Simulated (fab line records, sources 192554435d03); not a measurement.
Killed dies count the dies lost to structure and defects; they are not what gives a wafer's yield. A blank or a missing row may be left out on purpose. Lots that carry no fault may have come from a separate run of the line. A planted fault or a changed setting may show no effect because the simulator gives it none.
Which tool did it?	flow n5_finfet	Sampling: 7 lots, 21 wafers, 8 of 1938 route steps

== WHAT THE GAUGES READ, wafer by wafer ==
N5_DUMMY_GATE_CD_MEAS_50: the cd target is 14 nm. Usual: 14.06 nm for cd_nm, sd 0.27.
lot	measured	on	cd_nm (nm)	flag
L344	day 3 06:17	cd_sem-02	13.90 14.14 14.11	
L345	day 3 11:18	cd_sem-01	14.18 13.88 14.23	
L349	day 4 13:43	cd_sem-02	14.21 13.97 13.90	
L352	day 5 05:01	cd_sem-03	13.78 14.07 13.66	
L355	day 6 00:41	cd_sem-03	13.95 14.48 13.87	
L359	day 6 22:42	cd_sem-03	15.28 14.02 13.64	
L366	day 8 18:06	cd_sem-02	13.90 13.84 14.58	

N5_DUMMY_GATE_CD_MEAS_24: the cd target is 15 nm. Usual: 15.1 nm for cd_nm, sd 0.31.
lot	measured	on	cd_nm (nm)	flag
L344	day 3 06:46	cd_sem-03	14.6 14.9 14.7	
L345	day 3 11:53	cd_sem-02	14.8 15.1 15.4	
L349	day 4 14:13	cd_sem-03	15.6 15.3 15.4	
L352	day 5 05:31	cd_sem-02	15.2 14.7 15.3	
L355	day 6 01:11	cd_sem-02	15.6 15.8 15.3	
L359	day 6 23:12	cd_sem-02	- 14.9 14.6	
L366	day 8 18:36	cd_sem-02	14.8 15.1 14.9	

N5_BEOL_M4_RC_MEAS_101. Usual: DIBL_N 35.9 mV/V, standard deviation 1.2; DIBL_P 35.9 mV/V, standard deviation 1.4; IOFF_N 0.149 nA/um, standard deviation 0.02; IOFF_P 0.205 nA/um, standard deviation 0.022; ION_N 671 uA/um, standard deviation 8.8; ION_P 461 uA/um, standard deviation 5.9; SS_N 71.4 mV/dec, standard deviation 0.51; SS_P 73.2 mV/dec, standard deviation 0.56; VT_N 250.6 mV, standard deviation 2.5; VT_P -250.1 mV, standard deviation 2.3.
lot	measured	on	DIBL_N (mV/V)	DIBL_P (mV/V)	IOFF_N (nA/um)	IOFF_P (nA/um)	ION_N (uA/um)	ION_P (uA/um)	SS_N (mV/dec)	SS_P (mV/dec)	VT_N (mV)	VT_P (mV)	flag
L344	day 9 16:29	prober-02	36.4 36.8 36.7	35.8 35.7 36.5	0.157 0.157 0.165	0.223 0.233 0.243	676 671 671	466 466 465	71.5 72.5 71.3	73.6 73.6 72.3	249.7 250.3 249.1	-246.2 -248.6 -247.0	
L345	day 9 22:42	prober-01	35.4 33.3 34.8	34.4 32.3 34.4	0.140 0.110 0.138	0.211 0.177 0.211	667 657 667	460 453 460	71.2 70.9 70.9	73.0 72.9 72.8	250.7 254.6 249.5	-247.5 -249.7 -247.5	
L349	day 11 06:32	prober-01	35.2 36.3 35.7	35.3 36.9 36.8	0.126 0.146 0.137	0.174 0.195 0.201	666 674 667	451 460 464	71.1 72.0 71.2	72.8 73.3 73.7	252.4 251.7 254.8	-251.1 -251.5 -249.2	
L352	day 11 21:37	prober-01	35.7 36.9 35.2	36.0 36.2 35.9	0.151 0.166 0.150	0.183 0.192 0.193	675 676 674	460 461 462	71.8 71.2 71.6	74.0 72.9 73.8	249.8 249.4 251.1	-251.0 -253.4 -250.8	
L355	day 12 05:19	prober-02	35.5 34.5 36.6	33.2 31.5 34.0	0.119 0.107 0.129	0.190 0.169 0.198	652 653 656	458 462 460	70.8 70.2 70.9	71.9 71.6 71.9	253.3 254.1 253.5	-250.8 -251.5 -250.2	
L359	day 14 21:06	prober-02	34.3 36.0	33.9 35.9	0.130 0.161	0.185 0.214	673 684	470 473	70.8 71.6	72.9 74.0	253.4 248.7	-250.6 -246.9	
L366	day 16 00:40	prober-02	37.5 36.5 36.1	35.7 34.1 34.7	0.171 0.145 0.144	0.244 0.216 0.222	680 664 673	473 461 470	71.2 71.5 71.0	74.4 74.0 73.2	247.1 249.7 249.8	-247.2 -248.4 -246.4	

== EACH LOT AND THE TOOL THAT RAN IT (in order: tool; ch and the chambers of the sampled wafers; start) ==
lot	N5_DUMMY_GATE_ETCH_37	N5_DUMMY_GATE_ETCH_31	N5_DUMMY_GATE_ETCH_23	N5_DUMMY_GATE_ETCH_42	N5_SPACER0_ALD_07
L344	rie_diel-01 ch 0,1,3, day 3 06:03	rie_diel-01 ch 1,2,3, day 3 06:20	rie_si-04 ch 1,2, day 3 06:37	rie_diel-01 ch 0,2,3, day 3 06:49	ald_sin-01 ch 1,2,3, day 3 07:05
L345	rie_diel-01 ch 1,2, day 3 11:04	rie_diel-02 ch 1,3, day 3 11:26	rie_si-02 ch 0,1,2, day 3 11:43	rie_diel-01 ch 2,3, day 3 12:09	ald_sin-03 ch 0,1,2, day 3 12:25
L349	rie_diel-02 ch 2,3, day 4 13:28	rie_diel-01 ch 0,2,3, day 4 13:46	rie_si-04 ch 0,2,3, day 4 14:03	rie_diel-02 ch 0,3, day 4 14:19	ald_sin-01 ch 0,1,3, day 4 15:50
L352	rie_diel-02 ch 0,2,3, day 5 04:43	rie_diel-04 ch 0,1,2, day 5 05:03	rie_si-03 ch 0,3, day 5 05:20	rie_diel-04 ch 1,2, day 5 05:32	ald_sin-03 ch 0,1,2, day 5 05:49
L355	rie_diel-01 ch 0,2, day 6 00:27	rie_diel-01 ch 2,3, day 6 00:44	rie_si-03 ch 0,3, day 6 01:01	rie_diel-02 ch 1,2,3, day 6 01:13	ald_sin-03 ch 0,1,2, day 6 01:30
L359	rie_diel-01 ch 0,1,2, day 6 22:15	rie_diel-02 ch 0,2,3, day 6 22:45	rie_si-03 ch 0,2,3, day 6 23:02	rie_diel-02 ch 2,3, day 6 23:16	ald_sin-03 ch 1,3, day 6 23:51
L366	rie_diel-04 ch 0,3, day 8 17:36	rie_diel-02 ch 0,1,2, day 8 18:10	rie_si-02 ch 1,2,3, day 8 18:26	rie_diel-04 ch 0,1,2, day 8 18:39	ald_sin-03 ch 0,3, day 8 20:48
- N5_DUMMY_GATE_ETCH_37: etches SOC in N2/H2, target depth 60 nm, overetch 30 nm.
- N5_DUMMY_GATE_ETCH_31: etches SiO2 in C4F6/O2, target depth 82.5 nm, time 27.5 s.
- N5_DUMMY_GATE_ETCH_23: etches poly-Si in HBr/Cl2/O2, target depth 41 nm, time 22.3 s.
- N5_DUMMY_GATE_ETCH_42: etches SiO2 in CHF3/O2, target depth 3.5 nm, time 31 s.
- N5_SPACER0_ALD_07: deposits SiNx, target thk 2 nm.

== AS READ BY THE TOOLS THEMSELVES (means over the sampled wafers that have a number; for cases with no such wafer, the mark the record gives instead) ==
N5_DUMMY_GATE_ETCH_37. Usual: chamber_pressure_mTorr 30.000 mTorr, standard deviation 0.028; drypump_motor_current_A 5.8 A, standard deviation 0.42; oes_product_au 0.61 a.u., standard deviation 0.058; rf_vpp_V 524 V, standard deviation 3.2; showerhead_plenum_p_Torr 2.54 Torr, standard deviation 0.11; throttle_valve_pct 17.85 %, standard deviation 0.21.
lot	tool	chamber_pressure_mTorr (mTorr)	drypump_motor_current_A (A)	oes_product_au (a.u.)	rf_vpp_V (V)	showerhead_plenum_p_Torr (Torr)	throttle_valve_pct (%)	flag
L344	rie_diel-01	29.990	5.8	0.59	524	2.57	18.07	
L345	rie_diel-01	30.008	5.9	0.55	520	2.40	18.09	
L349	rie_diel-02	29.981	5.7	0.59	526	2.61	17.76	
L352	rie_diel-02	29.976	5.7	0.59	526	2.60	17.85	
L355	rie_diel-01	30.002	6.1	0.57	522	2.49	17.80	
L359	rie_diel-01	30.023	6.0	0.63	525	2.58	17.84	
L366	rie_diel-04	29.984	5.6	0.65	521	2.44	17.81	

N5_DUMMY_GATE_ETCH_31. Usual: chamber_pressure_mTorr is 29.996 mTorr with standard deviation 0.025, drypump_motor_current_A is 5.7 A with standard deviation 0.42, oes_ar_750_au is 0.78 a.u. with standard deviation 0.084, oes_product_au is 0.78 a.u. with standard deviation 0.088, rf_vpp_V is 666 V with standard deviation 6.4, showerhead_plenum_p_Torr is 2.85 Torr with standard deviation 0.12, and throttle_valve_pct is 21.15 % with standard deviation 0.2.
lot	tool	chamber_pressure_mTorr (mTorr)	drypump_motor_current_A (A)	oes_ar_750_au (a.u.)	oes_product_au (a.u.)	rf_vpp_V (V)	showerhead_plenum_p_Torr (Torr)	throttle_valve_pct (%)	flag
L344	rie_diel-01	30.016	5.7	0.71	0.71	662	2.78	21.28	
L345	rie_diel-02	30.002	5.7	0.82	0.84	670	2.86	20.91	
L349	rie_diel-01	29.968	5.8	0.74	0.74	666	2.87	21.17	
L352	rie_diel-04	29.999	5.5	0.79	0.79	668	2.86	21.12	
L355	rie_diel-01	29.999	5.9	0.71	0.70	663	2.77	21.10	
L359	rie_diel-02	29.993	5.7	0.83	0.69	667	2.90	21.01	
L366	rie_diel-02	29.993	5.3	0.93	0.94	666	2.88	21.06	

N5_DUMMY_GATE_ETCH_23. Usual: chamber_pressure_mTorr 10.000 mTorr, standard deviation 0.0093; drypump_motor_current_A 5.9 A, standard deviation 0.35; he_backside_leak_sccm 2.7 sccm, standard deviation 0.33; oes_product_au 0.998 a.u., standard deviation 0.019; throttle_valve_pct 37.2 %, standard deviation 0.36.
lot	tool	chamber_pressure_mTorr (mTorr)	drypump_motor_current_A (A)	he_backside_leak_sccm (sccm)	oes_product_au (a.u.)	throttle_valve_pct (%)	flag
L344	rie_si-04	10.009	6.2	2.8	1.010	37.2	
L345	rie_si-02	9.999	6.3	2.8	1.015	36.9	
L349	rie_si-04	10.002	6.0	2.8	0.981	37.2	
L352	rie_si-03	10.000	5.6	2.6	0.980	37.6	
L355	rie_si-03	10.000	5.6	2.7	0.985	37.6	
L359	rie_si-03	10.001	5.6	2.5	0.998	37.4	
L366	rie_si-02	10.005	6.3	2.9	0.992	37.0	

N5_DUMMY_GATE_ETCH_42. Usual: chamber_pressure_mTorr is 30.001 mTorr with standard deviation 0.027, drypump_motor_current_A is 5.7 A with standard deviation 0.42, oes_ar_750_au is 0.76 a.u. with standard deviation 0.078, oes_product_au is 0.76 a.u. with standard deviation 0.081, rf_vpp_V is 42.4 V with standard deviation 0.91, showerhead_plenum_p_Torr is 2.42 Torr with standard deviation 0.092, and throttle_valve_pct is 18.81 % with standard deviation 0.23.
lot	tool	chamber_pressure_mTorr (mTorr)	drypump_motor_current_A (A)	oes_ar_750_au (a.u.)	oes_product_au (a.u.)	rf_vpp_V (V)	showerhead_plenum_p_Torr (Torr)	throttle_valve_pct (%)	flag
L344	rie_diel-01	30.002	5.9	0.75	0.74	42.4	2.43	18.80	
L345	rie_diel-01	30.006	5.8	0.72	0.71	42.4	2.35	18.74	
L349	rie_diel-02	29.981	5.8	0.76	0.76	42.6	2.47	18.96	
L352	rie_diel-04	29.993	5.8	0.72	0.73	43.0	2.47	18.69	
L355	rie_diel-02	29.982	5.5	0.84	0.84	42.2	2.43	18.61	
L359	rie_diel-02	29.998	5.9	0.79	0.80	43.0	2.45	18.56	
L366	rie_diel-04	30.004	5.5	0.76	0.76	43.5	2.42	18.78	

N5_SPACER0_ALD_07. Usual: 864 W for heater_power_w, sd 72.
lot	tool	heater_power_w (W)	flag
L344	ald_sin-01	822	
L345	ald_sin-03	850	
L349	ald_sin-01	856	
L352	ald_sin-03	849	
L355	ald_sin-03	841	
L359	ald_sin-03	862	
L366	ald_sin-03	855	

== THE ANSWER, worked out from the rows above alone ==
Rule: a lot counts as off when the mean over its wafers that have a number is more than 3 standard deviations away from the usual mean. A lot without any number at a reading at which 4 lots or more have one is off too. Any other lot the step has rows for is counted as sound. After the gauges, taken in route order, come the tools' own readings; for these a lot's mean is taken, as printed above. The first step at which some lot is off is used, and at that step the reading that is off furthest; a lot without a number counts as furthest.
None of the lots is off at any reading shown; this tells nothing.

== WHAT THE SIMULATOR HAD INSERTED ==
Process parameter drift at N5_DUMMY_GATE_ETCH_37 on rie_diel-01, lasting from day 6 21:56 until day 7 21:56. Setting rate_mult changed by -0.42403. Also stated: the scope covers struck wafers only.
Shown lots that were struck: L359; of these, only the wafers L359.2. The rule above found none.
